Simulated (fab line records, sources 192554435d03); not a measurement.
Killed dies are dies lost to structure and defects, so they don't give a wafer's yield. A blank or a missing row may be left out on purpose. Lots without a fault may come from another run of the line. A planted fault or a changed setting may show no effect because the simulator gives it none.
fab line records | flow n5_finfet
record lots=4 wafers=10 last_day=19
route steps=1938 shown BEOL_M1@758 BEOL_M4@1111 PASSIVATION@1936
lots that met no fault: from a run of the same line without faults
start_h: hours from the record's first day to the start of the lot's first wafer shown | wait_h: hours since the lot's step before | " the same as in the row above | L1.1+2: a row that stands for several wafers | - no value, or no start given | * or withheld: withheld | < > ~ a bound
route shown NAME@n: a module of which the file shows steps, and the number in the route of the first | usual: mean/standard deviation of fault-free wafers | same: alike in all rows | chamber/n: place in a boat | sites: the reading at each site | _std_site: their standard deviation | _edge_site: outer sites' mean less inner sites' | radius_mm: how far each site lies from the wafer's centre | mask NAME#n: copy n | behind: the tool/chamber that last shaped the wafer | hold: why the lot was held/for how many hours/how that ended | device: the transistor (n, p or np) that didn't switch | end of line: the same wafers' tests at the end of the route | a step without rows: its recipe alone | killed: dies lost to structure and defects at the first sort, not the wafer's yield | map: a wafer's dies, x killed, . not, _ none there
set.NAME: the setting as run; set.NAME@STEP: as run at that earlier step | model.NAME: the simulator's own value behind a step, which no gauge read
lots at some steps of the route; a table a step, a row a wafer
services: from which hour (start_h, from the record's first day; less than 0 if before it) a tool's chamber was out of use, for how many hours, and why
## steps
# step N5_BEOL_M1_COAT_05
# recipe resist=CAR-EUV spin_rpm=1500 resist_thk_nm=30
# step N5_BEOL_M1_EBR_07
# recipe solvent=PGMEA ebr_width_mm=1.5
# step N5_BEOL_M1_SOFTBAKE_06
# recipe temp_c=110 time_s=60 resist=CAR-EUV
# step N5_BEOL_M1_EXPOSE_08
# recipe mask_id=M1 na=0.33 source_shape=dipole sigma_inner=0.369 sigma_outer=0.767 polarization=unpolarized dose_mj=33
# step N5_BEOL_M1_PEB_09
# recipe peb_temp_c=100 peb_time_s=60 resist=CAR-EUV
# step N5_BEOL_M1_DEVELOP_10
# recipe develop_time_s=30 developer=TMAH resist=CAR-EUV rinse_liquid=surfactant_rinse dry=air_spin dev_temp_c=23
# step N5_BEOL_M1_DESCUM_16
# recipe chemistry=O2 time_s=7 source_power_w=50 bias_power_w=20 pressure_mtorr=20 rf_frequency_hz=2.712e+07 temp_c=40 resist=CAR-EUV o2_flow_sccm=225
# step N5_BEOL_M1_ETCH_74
# recipe chemistry=N2/H2 target=underlayer target_depth_a=65 mask_material=CAR-EUV time_s=5.2 ion_energy_ev=200 pressure_mtorr=30 source_w=840 bias_w=150 n2_flow_sccm=200 h2_flow_sccm=200 ends=cleared
# step N5_BEOL_M1_ETCH_63
# recipe chemistry=CF4 target=SiARC target_depth_a=156 mask_material=CAR-EUV time_s=26 ion_energy_ev=80 pressure_mtorr=40 source_w=545 bias_w=36 Ar_flow_sccm=100 cf4_flow_sccm=100 ends=cleared
# step N5_BEOL_M1_ETCH_64
# recipe chemistry=N2/H2 target=SOC target_depth_a=750 overetch_a=150 mask_material=SiARC temp_c=40 time_s=112.5 ion_energy_ev=200 pressure_mtorr=30 source_w=840 bias_w=150 n2_flow_sccm=200 h2_flow_sccm=200
# usual drypump_motor_current_A=5.6/0.48 h2_flow_sccm=200.0/0.64 oes_product_au=0.64/0.079 rf_vpp_V=524.3/2.7 showerhead_plenum_p_Torr=2.55/0.093 temp_c=40.00/0.11 throttle_valve_pct=17.79/0.26
# same time_s=112.5
# columns lot.wafer tool chamber start_h wait_h drypump_motor_current_A h2_flow_sccm oes_product_au rf_hours_counter_h rf_vpp_V showerhead_plenum_p_Torr temp_c throttle_valve_pct model.SiARC_of_BEOL_M1_COAT_62.thk_nm model.BEOL_M1.cd_offset_nm
L542.1 rie_diel-03 0 137.51 0.0 4.7 201.9 0.69 29 521.1 2.49 40.11 17.50 7 0
L542.3 " 1 " " 6.0 199.8 0.58 208 525.8 2.62 39.98 18.03 6.6 0.2
L542.4 " 3 " " 5.5 200.0 0.77 2 529.2 2.72 40.07 17.55 6.8 0.2
L557.3 rie_diel-03 2 246.55 0.0 5.3 200.0 0.78 1 529.8 2.71 40.04 17.66 3.2 1.6
L557.5 " 3 " " 5.5 199.6 0.69 - 526.9 2.71 40.23 17.61 6.8 0.2
L559.5 rie_diel-03 2 251.05 0.1 5.3 199.4 0.76 - 528.5 2.71 40.06 17.66 6.8 -0.2
L559.6 " 1 " " 6.0 200.4 0.56 - 526.0 2.61 40.10 18.11 3 1.6
L562.3 rie_diel-06 1 274.22 0.0 5.6 199.8 0.55 235 525.9 2.62 40.04 18.26 6.8 0
L562.4 " 0 " " 5.2 199.9 0.70 34 522.5 2.48 40.01 17.57 6.8 -0.2
L562.6 " 3 " " 5.4 200.4 0.54 - 522.5 2.52 40.11 18.10 6.8 0
# step N5_BEOL_M1_STRIP_65
# recipe chemistry=N2/H2 temp_c=40 n2_flow_sccm=200 h2_flow_sccm=200 rf_frequency_hz=6e+07
# step N5_BEOL_M1_STRIP_75
# recipe chemistry=N2/H2 temp_c=40 n2_flow_sccm=200 h2_flow_sccm=200 rf_frequency_hz=6e+07
# step N5_BEOL_M1_STRIP_66
# recipe chemistry=CF4 resist=SiARC power_w=300 bias_power_w=75 pressure_mtorr=50 cf4_flow_sccm=150 rf_frequency_hz=6e+07
# step N5_BEOL_M1_HM_OPEN_17
# recipe chemistry=Cl2/BCl3 target_depth_a=200 overetch_a=60 target=TiN mask_material=SOC ion_energy_ev=150 pressure_mtorr=10 icp_w=1000 bias_w=126 Cl2_flow_sccm=53.25 bcl3_flow_sccm=21.75 Ar_flow_sccm=25
# usual drypump_motor_current_A=5.96/0.13 mfc_ar_sccm=24.99/0.067 oes_ar_750_au=0.79/0.089 oes_product_au=0.67/0.075 throttle_valve_pct=21.96/0.23
# columns lot.wafer tool chamber start_h wait_h drypump_motor_current_A mfc_ar_sccm oes_ar_750_au oes_product_au rf_hours_counter_h throttle_valve_pct model.BEOL_M1.cd_offset_nm
L542.1 rie_metal-02 0 137.68 0.0 6.18 25.02 0.81 0.68 39 22.37 0
L542.3 " 1 " " 5.77 25.08 0.80 0.67 - 21.83 0.2
L542.4 " 0 " " 6.19 24.93 0.81 0.69 - 22.36 0.2
L557.3 rie_metal-02 0 246.75 0.1 6.18 24.95 0.80 0.67 - 22.37 1.6
L557.5 " 0 " " 6.18 24.96 0.79 0.66 - 22.38 0.2
L559.5 rie_metal-02 1 251.26 0.1 5.83 25.01 0.77 0.65 - 21.83 -0.2
L559.6 " 0 " " 6.15 24.98 0.79 0.67 - 22.39 1.6
L562.3 rie_metal-02 1 274.42 0.1 5.83 25.09 0.77 0.66 - 21.84 0
L562.4 " 0 " " 6.17 25.05 0.78 0.66 - 22.37 -0.2
L562.6 " 1 " " 5.82 24.94 0.77 0.65 - 21.85 0.2
# step N5_BEOL_M1_STRIP_19
# recipe chemistry=O2 power_w=400 temp_c=40 pressure_mtorr=30 rf_frequency_hz=6e+07 bias_power_w=0 overash_fraction=0.2 o2_flow_sccm=225
# step N5_BEOL_M1_CD_MEAS_18
# recipe pitch_nm=36 target_cd_nm=18
# usual cd_nm=18.1/0.31
# columns lot.wafer tool chamber start_h wait_h cd_nm
L542.1 cd_sem-01 - 137.93 0.0 18.2
L542.3 " - " " 18.5
L542.4 " - " " 18.3
L557.3 cd_sem-02 - 246.96 0.1 19.5
L557.5 " - " " 18.5
L559.5 cd_sem-02 - 251.49 0.0 17.7
L559.6 " - " " 19.5
L562.3 cd_sem-02 - 274.58 0.1 17.8
L562.4 " - " " 17.7
L562.6 " - " " 18.4
# step N5_BEOL_M1_COAT_67
# recipe resist=SOC temp_c=250 time_s=60 spin_rpm=1500 resist_thk_nm=60
# step N5_BEOL_M1_COAT_68
# recipe resist=SiARC temp_c=220 time_s=60 spin_rpm=1500 resist_thk_nm=12
# step N5_BEOL_M1_COAT_76
# recipe resist=underlayer temp_c=205 time_s=60 spin_rpm=1500 resist_thk_nm=5
# step N5_BEOL_M1_COAT_22
# recipe resist=CAR-EUV spin_rpm=1500 resist_thk_nm=30
# step N5_BEOL_M1_EBR_24
# recipe solvent=PGMEA ebr_width_mm=1.5
# step N5_BEOL_M1_SOFTBAKE_23
# recipe temp_c=110 time_s=60 resist=CAR-EUV
# step N5_BEOL_M1_EXPOSE_25
# recipe mask_id=V0 na=0.33 source_shape=quasar sigma_inner=0.2 sigma_outer=0.8 polarization=unpolarized defocus_nm=5 target_cd_nm=24 dose_mj=63
# step N5_BEOL_M1_PEB_26
# recipe peb_temp_c=100 peb_time_s=60 resist=CAR-EUV
# step N5_BEOL_M1_DEVELOP_27
# recipe develop_time_s=30 developer=TMAH resist=CAR-EUV rinse_liquid=surfactant_rinse dry=air_spin dev_temp_c=23
# step N5_BEOL_M1_DESCUM_33
# recipe chemistry=O2 time_s=7 source_power_w=50 bias_power_w=20 pressure_mtorr=20 rf_frequency_hz=2.712e+07 temp_c=40 resist=CAR-EUV o2_flow_sccm=225
# step N5_BEOL_M1_ETCH_77
# recipe chemistry=N2/H2 target=underlayer target_depth_a=65 mask_material=CAR-EUV time_s=5.2 ion_energy_ev=200 pressure_mtorr=30 source_w=840 bias_w=150 n2_flow_sccm=200 h2_flow_sccm=200 ends=cleared
# step N5_BEOL_M1_ETCH_69
# recipe chemistry=CF4 target=SiARC target_depth_a=156 mask_material=CAR-EUV time_s=26 ion_energy_ev=80 pressure_mtorr=40 source_w=545 bias_w=36 Ar_flow_sccm=100 cf4_flow_sccm=100 ends=cleared
# step N5_BEOL_M1_ALD_98
# recipe material=SiO2 target_thk_a=25 temp_c=100 ald_precursor_family=BDEAS ald_co_reactant=O2-plasma pulse_time_s=1 co_reactant_pulse_time_s=1 purge_time_s=2 co_reactant_purge_time_s=2 ald_cycles=17 pressure_torr=2
# step N5_BEOL_M1_ETCHBACK_99
# recipe chemistry=CHF3 target=SiO2 target_depth_a=50 time_s=10.4 source_w=215 bias_w=47 Ar_flow_sccm=200 CHF3_flow_sccm=12 ion_energy_ev=100 pressure_mtorr=30
# step N5_BEOL_M1_ETCH_70
# recipe chemistry=N2/H2 target=SOC target_depth_a=800 overetch_a=160 mask_material=SiARC temp_c=40 time_s=120 ion_energy_ev=200 pressure_mtorr=30 source_w=840 bias_w=150 n2_flow_sccm=200 h2_flow_sccm=200
# step N5_BEOL_M1_STRIP_71
# recipe chemistry=N2/H2 temp_c=40 n2_flow_sccm=200 h2_flow_sccm=200 rf_frequency_hz=6e+07
# step N5_BEOL_M1_STRIP_78
# recipe chemistry=N2/H2 temp_c=40 n2_flow_sccm=200 h2_flow_sccm=200 rf_frequency_hz=6e+07
# step N5_BEOL_M1_VIA_ETCH_34
# recipe chemistry=C4F6/O2 target_depth_a=678 mask_material=SOC pressure_mtorr=15 ion_energy_ev=250 taper_deg=4 time_s=64.4 source_w=350 bias_w=170 Ar_flow_sccm=300 C4F6_flow_sccm=10 O2_flow_sccm=10
# step N5_BEOL_M1_STRIP_83
# recipe chemistry=C4F6/O2 resist=SiARC rf_frequency_hz=6e+07
# step N5_BEOL_M1_STRIP_36
# recipe chemistry=N2/H2 power_w=450 temp_c=40 pressure_mtorr=20 rf_frequency_hz=6e+07 overash_fraction=0.3 bias_power_w=7 h2_frac=0.5 n2_flow_sccm=200 h2_flow_sccm=200
# step N5_BEOL_M4_RC_MEAS_101
# usual CHAIN_V0=231/7.5 CHAIN_V0_max_site=240/8.2 DIBL_N=36.6/1.3 DIBL_P=36.4/1.4 IOFF_N=0.167/0.023 IOFF_P=0.219/0.029 ION_N=678/8.7 ION_P=464/6.4 SERP_M1=193/12 SERP_M1_max_site=204/13 SS_N=71.5/0.53 SS_P=73.4/0.57 VT_N=248.5/2.8 VT_P=-249/3.1
# columns lot.wafer tool chamber start_h wait_h CHAIN_V0[ohm/link] CHAIN_V0_max_site[ohm/link] DIBL_N[mV/V] DIBL_P[mV/V] IOFF_N[nA/um] IOFF_P[nA/um] ION_N[uA/um] ION_P[uA/um] SERP_M1[ohm/um] SERP_M1_max_site[ohm/um] SS_N[mV/dec] SS_P[mV/dec] VT_N[mV] VT_P[mV]
L542.1 prober-02 0 193.10 0.0 230 235 38.4 37.2 0.204 0.264 692 470 194 200 72.3 74.5 241.0 -244
L542.3 " 0 " " 228 232 37.4 36.8 0.190 0.254 682 469 183 197 72.0 73.6 247.6 -245
L542.4 " 0 " " 231 236 37.6 36.5 0.193 0.266 691 471 186 196 72.0 74.0 243.1 -243
L557.3 prober-02 0 332.46 0.3 195 202 37.4 37.9 0.195 0.265 686 471 141 149 72.3 73.7 244.1 -246
L557.5 " 0 " " 232 245 36.1 36.2 0.167 0.238 683 472 188 207 70.9 74.1 245.4 -247
L559.5 prober-01 0 335.14 0.6 241 249 37.7 36.3 0.158 0.191 680 457 195 213 71.2 73.0 250.6 -251
L559.6 " 0 " " 207 219 37.2 35.9 0.148 0.179 669 458 143 152 71.5 73.4 251.7 -255
L562.3 prober-02 0 351.72 0.3 237 239 36.3 37.9 0.161 0.207 675 468 195 209 71.6 72.9 251.6 -251
L562.4 " 0 " " 244 256 34.9 35.4 0.138 0.168 667 456 199 207 71.0 71.8 251.8 -255
L562.6 " 0 " " 224 240 35.5 36.8 0.152 0.197 676 461 186 190 70.6 72.7 248.2 -250
# sites CHAIN_V0 radius_mm=0,75,75,75,75,140,140,140,140
L542.1 225 230 235 230 235 230 228 226 223
L557.3 201 197 195 202 200 186 192 188 190
L559.5 231 237 245 239 241 249 240 247 245
L562.3 225 233 238 237 235 237 232 239 238
# sites SERP_M1 radius_mm=0,75,75,75,75,140,140,140,140
L542.1 193 192 200 189 196 192 198 195 194
L557.3 147 141 143 149 145 138 140 141 140
L559.5 187 192 203 192 191 209 195 213 203
L562.3 183 199 195 196 195 203 188 195 209
# step N5_PASSIVATION_PROBE_49
# usual defect_limited_yield=91.6/1.6 killed_at_M0_to_M3=32/9.7 killed_at_M4_up=13/4.4 killed_at_contacts=12/6.5 killed_at_front_end=38/12 killed_at_other=3.7/3 killed_dies=99/18 killed_open=66/14 killed_short=32/7.5 sort_bin_5_function=4.9/1 sort_bin_6_memory=3.2/0.73 sort_n_pass=1081/18 sort_yield_pct=91.6/1.6
# same gross_dies=1180 killed_at_back_side=0 sort_bin_4_leakage[%]=0 sort_bin_8_speed[%]=0
# columns lot.wafer tool chamber start_h wait_h defect_limited_yield[%] killed_at_M0_to_M3 killed_at_M4_up killed_at_contacts killed_at_front_end killed_at_other killed_dies killed_open killed_short sort_bin_5_function[%] sort_bin_6_memory[%] sort_n_pass sort_yield_pct[%]
L557.3 prober-01 - 434.41 0.1 90.0 39 15 18 43 3 118 74 36 5.2 3.8 1062 90.0
L559.6 prober-02 - 449.89 0.3 93.0 20 6 15 35 7 83 56 24 4.0 2.8 1097 93.0
# killed by level:class
L557.3 STI_FIN_REVEAL:geometric_particle:open=12 MOL_CONTACT_COAG:geometric_particle:open=12 BEOL_M0_SAQP:geometric_particle:short=9 BEOL_M4:geometric_particle:open=8 BEOL_M1:area_etch=8 FIN_SAQP:geometric_particle:short=6 MOL_CONTACT_COAG:geometric_particle:short=6 BEOL_M2:geometric_particle:open=6
L559.6 MOL_CONTACT_COAG:geometric_particle:open=14 STI_FIN_REVEAL:geometric_particle:open=6 BEOL_M2:geometric_particle:open=6 FIN_SAQP:geometric_particle:short=5 BEOL_M1:geometric_particle:open=5 BEOL_M0:geometric_particle:open=4 DUMMY_GATE:geometric_particle:open=4 GATE_CUT:geometric_particle:short=4
## services
# columns tool chamber start_h hours kind
rie_diel-06 0 120.08 - clean
rie_diel-06 0 120.08 - consumable_replace:focus_ring
rie_diel-06 0 120.08 16.2 scheduled_down
rie_diel-06 0 120.08 16.2 vent_cycle
rie_diel-06 2 125.76 11.1 repair
rie_diel-03 1 145.19 1.6 repair
rie_diel-06 - 158.33 2.8 pm
rie_diel-06 2 163.27 9.2 repair
rie_diel-03 - 177.21 0.8 repair
rie_metal-02 0 207.82 1.5 repair
rie_diel-03 2 225.34 - clean
rie_diel-03 2 225.34 - consumable_replace:focus_ring
rie_diel-03 2 225.34 - consumable_replace:showerhead
rie_diel-03 2 225.34 18.0 scheduled_down
rie_diel-03 2 225.34 18.0 vent_cycle
rie_diel-06 3 252.54 2.8 repair
rie_diel-03 1 260.48 6.6 repair
## key
first_sign step=N5_BEOL_M1_CD_MEAS_18 reading=cd_nm direction=up sigmas=4.7 usual=18.1 struck=19.5
effect step=N5_BEOL_M4_RC_MEAS_101 reading=SERP_M1 direction=down sigmas=4.2 usual=193 struck=142
effect step=N5_BEOL_M4_RC_MEAS_101 reading=CHAIN_V0 direction=down sigmas=4 usual=231 struck=201
effect step=N5_BEOL_M4_RC_MEAS_101 reading=SERP_M1_max_site direction=down sigmas=4.1 usual=204 struck=150
effect step=N5_BEOL_M4_RC_MEAS_101 reading=CHAIN_V0_max_site direction=down sigmas=3.6 usual=240 struck=210
model_effect step=N5_BEOL_M1_ETCH_64 value=SiARC_of_BEOL_M1_COAT_62.thk_nm without=6.7 struck=3.1
model_effect step=N5_BEOL_M1_HM_OPEN_17 value=BEOL_M1.cd_offset_nm without=0 struck=1.6
met_at N5_BEOL_M1_ETCH_64
struck_wafers L557.3,L559.6
onset_between 137.51 246.55
fault kind=process_parameter_drift tool=rie_diel-03 chamber=- onset_h=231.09 steps=N5_BEOL_M1_ETCH_64 channel=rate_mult offset=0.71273 shape=step end_h=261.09 scope=struck_wafers_only
